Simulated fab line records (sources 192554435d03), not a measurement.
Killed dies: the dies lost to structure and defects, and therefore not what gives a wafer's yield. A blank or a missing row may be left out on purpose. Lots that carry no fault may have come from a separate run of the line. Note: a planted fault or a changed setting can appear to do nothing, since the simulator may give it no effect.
Chamber matching / flow n5 finfet / N5_BEOL_M1_DESCUM_33 on rie diel-06 has 4 sister chambers
The step chemistry O2, time 7 s. 14 wafers are shown with their chamber, then 7 later ones without.

## WAFERS, EACH WITH ITS CHAMBER
wafer=L079.1; chamber=0; showerhead plenum p Torr (Torr)=2.00; throttle valve pct (%)=20.2; oes product au (a.u.)=0.76
wafer=L079.4; chamber=2; showerhead plenum p Torr (Torr)=2.05; throttle valve pct (%)=20.9; oes product au (a.u.)=0.71
wafer=L079.6; chamber=1; showerhead plenum p Torr (Torr)=2.20; throttle valve pct (%)=20.1; oes product au (a.u.)=0.91
wafer=L081.2; chamber=1; showerhead plenum p Torr (Torr)=2.20; throttle valve pct (%)=20.1; oes product au (a.u.)=0.89
wafer=L081.4; chamber=0; showerhead plenum p Torr (Torr)=2.00; throttle valve pct (%)=20.1; oes product au (a.u.)=0.75
wafer=L081.6; chamber=3; showerhead plenum p Torr (Torr)=1.92; throttle valve pct (%)=20.0; oes product au (a.u.)=0.78
wafer=L082.2; chamber=1; showerhead plenum p Torr (Torr)=2.20; throttle valve pct (%)=20.2; oes product au (a.u.)=0.87
wafer=L082.3; chamber=3; showerhead plenum p Torr (Torr)=1.92; throttle valve pct (%)=20.0; oes product au (a.u.)=0.77
wafer=L082.6; chamber=0; showerhead plenum p Torr (Torr)=2.00; throttle valve pct (%)=20.2; oes product au (a.u.)=0.74
wafer=L085.4; chamber=1; showerhead plenum p Torr (Torr)=2.19; throttle valve pct (%)=20.2; oes product au (a.u.)=0.88
wafer=L085.5; chamber=3; showerhead plenum p Torr (Torr)=1.92; throttle valve pct (%)=20.0; oes product au (a.u.)=0.79
wafer=L085.6; chamber=0; showerhead plenum p Torr (Torr)=2.00; throttle valve pct (%)=20.2; oes product au (a.u.)=0.74
wafer=L088.1; chamber=1; showerhead plenum p Torr (Torr)=2.19; throttle valve pct (%)=20.2; oes product au (a.u.)=0.86
wafer=L088.2; chamber=0; showerhead plenum p Torr (Torr)=1.99; throttle valve pct (%)=20.2; oes product au (a.u.)=0.74

SIGNATURES, as means of the wafers listed above
reading=showerhead plenum p Torr; chamber 0=1.9980; chamber 1=2.1960; chamber 2=2.0500; chamber 3=1.9200; scatter within a chamber=0.00447
reading=throttle valve pct; chamber 0=20.180; chamber 1=20.160; chamber 2=20.900; chamber 3=20.000; scatter within a chamber=0.0447
reading=oes product au; chamber 0=0.7460; chamber 1=0.8820; chamber 2=0.7100; chamber 3=0.7800; scatter within a chamber=0.0141
Rule: a wafer lies at a distance from a chamber equal to the root of the sum of squares, over the readings, of (its reading less the chamber's mean, divided by the reading's scatter). If the next closest chamber is less than 2 further off than the closest, the wafer can't be placed; otherwise it belongs to the closest. The scatter: the root of (the sum of the squares of (reading less its chamber's mean) over the shown wafers, divided by (wafers less chambers)).

## WAFERS MISSING THEIR CHAMBER
wafer=L088.3; showerhead plenum p Torr (Torr)=1.92; throttle valve pct (%)=20.0; oes product au (a.u.)=0.77
wafer=L092.2; showerhead plenum p Torr (Torr)=1.99; throttle valve pct (%)=20.2; oes product au (a.u.)=0.73
wafer=L092.4; showerhead plenum p Torr (Torr)=2.19; throttle valve pct (%)=20.2; oes product au (a.u.)=0.86
wafer=L092.6; showerhead plenum p Torr (Torr)=1.99; throttle valve pct (%)=20.2; oes product au (a.u.)=0.73
wafer=L094.1; showerhead plenum p Torr (Torr)=1.99; throttle valve pct (%)=20.2; oes product au (a.u.)=0.73
wafer=L094.2; showerhead plenum p Torr (Torr)=2.19; throttle valve pct (%)=20.2; oes product au (a.u.)=0.85
wafer=L094.3; showerhead plenum p Torr (Torr)=1.92; throttle valve pct (%)=20.1; oes product au (a.u.)=0.76

## CHAMBER TAKEN BY EACH
wafer=L088.3; from the rows above=3; in truth=3
wafer=L092.2; from the rows above=0; in truth=0
wafer=L092.4; from the rows above=1; in truth=1
wafer=L092.6; from the rows above=0; in truth=0
wafer=L094.1; from the rows above=0; in truth=0
wafer=L094.2; from the rows above=1; in truth=1
wafer=L094.3; from the rows above=3; in truth=3
Correct placement for 7 of the 7. Can't be placed from these rows: 0. Number placed wrongly: 0.
